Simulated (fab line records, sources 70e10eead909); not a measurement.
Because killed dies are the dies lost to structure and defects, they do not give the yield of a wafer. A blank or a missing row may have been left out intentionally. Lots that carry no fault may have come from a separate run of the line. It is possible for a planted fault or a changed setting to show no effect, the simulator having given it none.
fab line records + flow nand_harc
record:
- lots: 5
- wafers: 15
- last_day: 33
route steps=1302 shown A_M1@1199 A_BONDPAD@1202
lots that met no fault: from a run of the same line without faults
start_h: the number of hours between the record's first day and the start of the first shown wafer of the lot + wait_h: time in hours since the lot's previous step + " as in the row above + L1.1+2: one row covering several wafers at once + - value missing, or start not given + * or withheld: withheld + < > ~ a bound
route shown NAME@n: NAME is a module with steps in the file, n the number in the route of the first one + usual: average and standard deviation across the fault-free wafers + same: alike in all rows + chamber/n: place in a boat + sites: the reading at each site + _std_site: standard deviation of those values + _edge_site: inner sites' mean taken away from outer sites' mean + radius_mm: for every site, how far away it sits from the centre of the wafer + mask NAME#n: copy n + behind: the most recent tool/chamber to have shaped the wafer + hold: why the lot was held/for how many hours/how that ended + device: transistor that didn't switch, given as n, p or np + end of line: the same wafers' tests at the end of the route + a step with no rows: only its recipe + killed: at the first sort, the dies lost to defects and structure; wafer yield is something else + map: a wafer's dies, x killed, . not, _ none there
set.NAME: the setting as run; set.NAME@STEP: as run at that earlier step + model.NAME: the simulator's own value behind a step, which no gauge read
lots seen at some steps along the route; tables by step, rows by wafer
services: the hour from which a tool's chamber was out of use, counted from the record's first day as start_h (under 0 if before that day), plus the number of hours and why
== steps ==
step: NHARC_A_M1_INSPECT_27
usual:
- raw_defect_count: 517/130
| lot.wafer | tool              | chamber | start_h | wait_h | raw_defect_count |
|-----------|-------------------|---------|---------|--------|------------------|
| L731.2    | defect_inspect-01 | -       | 570.98  | 0.0    | 629              |
| L731.5    | "                 | -       | "       | "      | 527              |
| L731.6    | "                 | -       | "       | "      | 693              |
| L737.1    | defect_inspect-02 | -       | 622.49  | 0.0    | 470              |
| L737.3    | "                 | -       | "       | "      | 395              |
| L737.6    | "                 | -       | "       | "      | 403              |
| L739.1    | defect_inspect-02 | -       | 636.13  | 0.0    | 541              |
| L739.2    | "                 | -       | "       | "      | 549              |
| L739.3    | "                 | -       | "       | "      | 542              |
| L748.2    | defect_inspect-01 | -       | 752.43  | 0.0    | 890              |
| L748.5    | "                 | -       | "       | "      | 497              |
| L748.6    | "                 | -       | "       | "      | 462              |
| L750.3    | defect_inspect-01 | -       | 758.32  | 0.0    | 545              |
| L750.4    | "                 | -       | "       | "      | 532              |
| L750.6    | "                 | -       | "       | "      | 650              |
step: NHARC_A_M1_PRE_CLEAN_32
recipe:
- time_s: 12
- temp_c: 370
- rf_power_w: 300
- gas: NH3
usual:
- heater_power_w: 633/73
| lot.wafer | tool     | chamber | start_h | wait_h | heater_power_w | since_wet_clean_h |
|-----------|----------|---------|---------|--------|----------------|-------------------|
| L731.2    | pecvd-01 | 0       | 571.06  | 0.1    | 625            | 66                |
| L731.5    | "        | 0       | "       | "      | 637            | -                 |
| L731.6    | "        | 1       | "       | "      | 633            | -                 |
| L737.1    | pecvd-01 | 0       | 622.56  | 0.1    | 749            | 117               |
| L737.3    | "        | 2       | "       | "      | 614            | 117               |
| L737.6    | "        | 0       | "       | "      | 742            | -                 |
| L739.2    | pecvd-03 | 1       | 636.19  | 0.1    | 633            | 76                |
| L739.3    | "        | 2       | "       | "      | 583            | 76                |
| L739.1    | "        | 0       | "       | "      | 641            | 76                |
| L748.2    | pecvd-03 | 1       | 752.50  | 0.1    | 620            | 11                |
| L748.6    | "        | 1       | "       | "      | 637            | -                 |
| L748.5    | "        | 2       | "       | "      | 430            | -                 |
| L750.3    | pecvd-04 | 2       | 758.41  | 0.1    | 761            | 114               |
| L750.6    | "        | 0       | "       | "      | 743            | -                 |
| L750.4    | "        | 2       | "       | "      | 792            | -                 |
step: NHARC_A_M1_DEP_33
recipe:
- target_thk_a: 300
- temp_c: 370
- target_thk_nm: 30
- pressure_torr: 3
- flow_sccm: 200
- rf_w: 450
- material: SiCN
usual:
- heater_power_w: 583/84
| lot.wafer | tool     | chamber | start_h | wait_h | heater_power_w | since_wet_clean_h |
|-----------|----------|---------|---------|--------|----------------|-------------------|
| L731.2    | pecvd-01 | 0       | 571.17  | 0.1    | 574            | 66                |
| L731.5    | "        | 0       | "       | "      | 589            | -                 |
| L731.6    | "        | 1       | "       | "      | 647            | -                 |
| L737.1    | pecvd-01 | 0       | 622.64  | 0.1    | 696            | 117               |
| L737.3    | "        | 2       | "       | "      | 509            | 118               |
| L737.6    | "        | 0       | "       | "      | 691            | -                 |
| L739.2    | pecvd-03 | 1       | 636.27  | 0.1    | 542            | 76                |
| L739.3    | "        | 2       | "       | "      | 435            | 76                |
| L739.1    | "        | 0       | "       | "      | 547            | 76                |
| L748.2    | pecvd-03 | 1       | 752.58  | 0.1    | 588            | 11                |
| L748.6    | "        | 1       | "       | "      | 455            | -                 |
| L748.5    | "        | 2       | "       | "      | 474            | -                 |
| L750.3    | pecvd-04 | 2       | 758.55  | 0.1    | 727            | 114               |
| L750.6    | "        | 0       | "       | "      | 747            | -                 |
| L750.4    | "        | 2       | "       | "      | 597            | -                 |
step: NHARC_A_BONDPAD_DEP_00
recipe:
- target_thk_a: 2500
- temp_c: 370
- target_thk_nm: 250
- pressure_torr: 3
- flow_sccm: 200
- rf_w: 450
- material: SiCN
usual:
- heater_power_w: 576/65
| lot.wafer | tool     | chamber | start_h | wait_h | heater_power_w | since_wet_clean_h |
|-----------|----------|---------|---------|--------|----------------|-------------------|
| L731.2    | pecvd-03 | 2       | 571.68  | -      | 479            | 11                |
| L731.5    | "        | 2       | "       | "      | 488            | -                 |
| L731.6    | "        | 1       | "       | "      | 474            | -                 |
| L737.1    | pecvd-01 | 1       | -       | -      | 588            | 118               |
| L737.3    | "        | 2       | "       | "      | 615            | 118               |
| L737.6    | "        | 0       | "       | "      | 697            | -                 |
| L739.2    | pecvd-02 | 0       | 636.88  | -      | 679            | 34                |
| L739.1    | "        | 1       | "       | "      | 472            | 34                |
| L739.3    | "        | 2       | "       | "      | 511            | 35                |
| L748.2    | pecvd-02 | 0       | 753.18  | -      | 631            | 151               |
| L748.5    | "        | 2       | "       | "      | 511            | -                 |
| L748.6    | "        | 0       | "       | "      | 655            | -                 |
| L750.3    | pecvd-01 | 0       | 759.11  | -      | 638            | 73                |
| L750.4    | "        | 2       | "       | "      | 540            | -                 |
| L750.6    | "        | 0       | "       | "      | 626            | -                 |
step: NHARC_A_BONDPAD_CMP_29
recipe:
- target_thk_nm: 200
- material: SiCN
usual:
- motor_current_A: 11.5/1.3
| lot.wafer | tool   | chamber | start_h | wait_h | motor_current_A |
|-----------|--------|---------|---------|--------|-----------------|
| L731.2    | cmp-02 | 0       | 572.16  | -      | 10.1            |
| L731.6    | "      | 1       | "       | "      | 11.9            |
| L731.5    | "      | 2       | "       | "      | 12.5            |
| L737.1    | cmp-03 | 2       | 623.62  | -      | 12.6            |
| L737.3    | "      | 3       | "       | "      | 9.5             |
| L737.6    | "      | 2       | "       | "      | 12.3            |
| L739.1    | cmp-04 | 3       | 637.29  | -      | 11.8            |
| L739.2    | "      | 1       | "       | "      | 14.1            |
| L739.3    | "      | 2       | "       | "      | 11.8            |
| L748.2    | cmp-03 | 3       | 753.59  | -      | 9.2             |
| L748.5    | "      | 1       | "       | "      | 12.4            |
| L748.6    | "      | 2       | "       | "      | 12.4            |
| L750.4    | cmp-03 | 1       | 759.43  | -      | 12.4            |
| L750.3    | "      | 3       | "       | "      | 9.3             |
| L750.6    | "      | 1       | "       | "      | 12.7            |
step: NHARC_A_BONDPAD_THK_MEAS_30
recipe:
- thk_meas_gauge: ellipsometry
usual:
- thk_nm: 199.8/2.1
| lot.wafer | tool          | chamber | start_h | wait_h | thk_nm |
|-----------|---------------|---------|---------|--------|--------|
| L731.2    | film_metro-02 | -       | 572.34  | 0.2    | 200.3  |
| L731.5    | "             | -       | "       | "      | 200.2  |
| L731.6    | "             | -       | "       | "      | 202.0  |
| L737.1    | film_metro-01 | -       | 623.85  | 0.2    | 200.4  |
| L737.3    | "             | -       | "       | "      | 197.9  |
| L737.6    | "             | -       | "       | "      | 199.6  |
| L739.1    | film_metro-01 | -       | 637.54  | 0.2    | 200.6  |
| L739.2    | "             | -       | "       | "      | 198.2  |
| L739.3    | "             | -       | "       | "      | 197.8  |
| L748.2    | film_metro-02 | -       | 753.79  | 0.2    | 198.1  |
| L748.5    | "             | -       | "       | "      | 200.1  |
| L748.6    | "             | -       | "       | "      | 201.9  |
| L750.3    | film_metro-02 | -       | 759.68  | 0.2    | 198.7  |
| L750.4    | "             | -       | "       | "      | 202.0  |
| L750.6    | "             | -       | "       | "      | 201.2  |
step: NHARC_A_BONDPAD_SRD_31
step: NHARC_A_BONDPAD_DEHYDRATE_01
recipe:
- temp_c: 150
- time_s: 120
step: NHARC_A_BONDPAD_HMDS_02
recipe:
- time_s: 30
step: NHARC_A_BONDPAD_COAT_33
recipe:
- temp_c: 200
- time_s: 65
step: NHARC_A_BONDPAD_COAT_03
recipe:
- spin_rpm: 2000
- resist_thk_nm: 600
step: NHARC_A_BONDPAD_SOFTBAKE_04
recipe:
- temp_c: 125
- time_s: 70
usual:
- heater_power_total_W: 200.8/1.3
| lot.wafer | tool           | chamber | start_h | wait_h | heater_power_total_W |
|-----------|----------------|---------|---------|--------|----------------------|
| L731.2    | litho_track-07 | 0       | 572     | -      | 199.5                |
| L731.5    | "              | 0       | "       | "      | 201.4                |
| L731.6    | "              | 0       | "       | "      | 199.4                |
| L737.1    | litho_track-02 | 0       | 623     | -      | 202.7                |
| L737.3    | "              | 0       | "       | "      | 201.4                |
| L737.6    | "              | 0       | "       | "      | 199.3                |
| L739.1    | litho_track-05 | 0       | 637     | -      | 202.4                |
| L739.2    | "              | 0       | "       | "      | 198.9                |
| L739.3    | "              | 0       | "       | "      | 201.8                |
| L748.2    | litho_track-05 | 0       | 753     | -      | 199.7                |
| L748.5    | "              | 0       | "       | "      | 333.5                |
| L748.6    | "              | 0       | "       | "      | 202.4                |
| L750.3    | litho_track-02 | 0       | 759     | -      | 199.3                |
| L750.4    | "              | 0       | "       | "      | 200.3                |
| L750.6    | "              | 0       | "       | "      | 202.7                |
step: NHARC_A_BONDPAD_EBR_05
== services ==
| tool           | chamber | start_h | hours | kind   |
|----------------|---------|---------|-------|--------|
| cmp-04         | -       | 547.06  | 0.7   | repair |
| pecvd-03       | -       | 547.25  | 13.0  | pm     |
| cmp-02         | -       | 550.02  | 6.1   | repair |
| pecvd-04       | 0       | 561.32  | 19.9  | repair |
| litho_track-02 | -       | 577.00  | 7.0   | pm     |
| pecvd-04       | 2       | 579.22  | 6.0   | repair |
| cmp-03         | -       | 589.03  | 4.0   | pm     |
| pecvd-02       | -       | 589.49  | 13.0  | pm     |
| cmp-04         | -       | 601.00  | 4.0   | pm     |
| litho_track-07 | -       | 601.00  | 7.0   | pm     |
| cmp-02         | -       | 605.38  | 0.6   | repair |
| cmp-03         | -       | 606.57  | 1.5   | repair |
| cmp-02         | -       | 625.90  | 4.0   | pm     |
| pecvd-04       | -       | 631.19  | 13.0  | pm     |
| litho_track-05 | -       | 649.00  | 7.0   | pm     |
| pecvd-01       | -       | 673.27  | 13.0  | pm     |
| cmp-04         | -       | 686.14  | 1.7   | repair |
| cmp-03         | -       | 687.03  | 4.0   | pm     |
| cmp-04         | -       | 694.16  | 0.7   | repair |
| cmp-04         | -       | 695.23  | 1.4   | repair |
| cmp-04         | -       | 699.00  | 4.0   | pm     |
| cmp-04         | -       | 713.67  | 0.4   | repair |
| pecvd-03       | -       | 728.25  | 13.0  | pm     |
| litho_track-02 | -       | 752.00  | 7.0   | pm     |
== key ==
first_sign:
- step: NHARC_A_BONDPAD_SOFTBAKE_04
- reading: heater_power_total_W
- direction: up
- sigmas: 99+
- usual: *
- struck: *
effect none on later readings
met_at NHARC_A_BONDPAD_SOFTBAKE_04
struck_wafers L748.5
onset_between 637 753
fault:
- kind: process_parameter_drift
- tool: litho_track-05
- chamber: -
- onset_h: 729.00
- steps: NHARC_A_BONDPAD_SOFTBAKE_04
- channel: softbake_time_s
- offset: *
- shape: step
- end_h: 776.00
- scope: struck_wafers_only
- acts_in: *
- stated: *
